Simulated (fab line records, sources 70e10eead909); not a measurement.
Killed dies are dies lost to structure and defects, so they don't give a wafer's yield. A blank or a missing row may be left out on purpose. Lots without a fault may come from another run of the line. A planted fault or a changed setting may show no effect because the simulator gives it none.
One fault seen from 2 desks | flow nand_harc | each desk has only its own numbers; what lay behind them comes last

THE METROLOGY DESK
What the gauges read, lot by lot, whatever tool the lot ran on: means of the sampled wafers that have a number. A lot is out of limits, marked OUT, if its mean lies more than 4 standard deviations from the usual mean; the brackets give that distance.
Columns: A = cd_nm at NHARC_THIN_TSV_CD_MEAS_12, usual 1000.2 nm; B = cd_nm at NHARC_THIN_TSV_CD_MEAS_16, usual 1000.8 nm; C = cd_nm at NHARC_THIN_TSV_CD_MEAS_37, usual 5002 nm
lot  | first seen here | A      | B      | C
L252 | day 24 01:39    | 998.9  | 1000.1 | 5000
L254 | day 24 14:08    | 1000.1 | 1001.1 | 5002
L255 | day 25 03:14    | 998.3  | 997.9  | 4997
L265 | day 28 14:25    | 999.0  | 1000.6 | 5002
L264 | day 28 15:28    | 1001.1 | 1002.2 | 5003
L266 | day 29 15:38    | 998.1  | 997.8  | 4999
L267 | day 29 16:53    | 999.2  | 999.7  | 5000
L268 | day 30 07:16    | 999.2  | 1000.6 | 5002
L270 | day 31 14:53    | 1000.9 | 1001.0 | 5004
L271 | day 31 15:57    | 1002.8 | 1003.7 | 5008
L272 | day 32 12:26    | 1000.3 | 1001.0 | 5003
L273 | day 32 13:39    | 999.6  | 999.9  | 5001
L274 | day 32 19:43    | 999.6  | 999.7  | 5003
L275 | day 33 04:15    | 997.8  | 998.3  | 4999
This desk's finding: nothing out of limits on any of the 14 lots.

THE TOOL OWNER'S DESK: pecvd-04
The tool's own readings at NHARC_A_SLIT_DEP_23 (deposits SiON, target thk 100 nm): means of the sampled wafers that have a number, for each lot that ran on this tool. A lot is out of limits, marked OUT, if its mean lies more than 4 standard deviations from the usual mean; the brackets give that distance.
Columns: A = heater_power_w at NHARC_A_SLIT_DEP_23, usual 752 W
lot  | first seen here | A
L254 | day 20 16:11    | 801
L265 | day 24 13:30    | 807
L264 | day 24 14:44    | 695
This desk's finding: nothing out of limits on any of the 3 lots.

PUT TOGETHER
The metrology desk saw nothing out of limits.
The tool owner's desk saw nothing out of limits.

WHAT THE SIMULATOR HAD PUT IN
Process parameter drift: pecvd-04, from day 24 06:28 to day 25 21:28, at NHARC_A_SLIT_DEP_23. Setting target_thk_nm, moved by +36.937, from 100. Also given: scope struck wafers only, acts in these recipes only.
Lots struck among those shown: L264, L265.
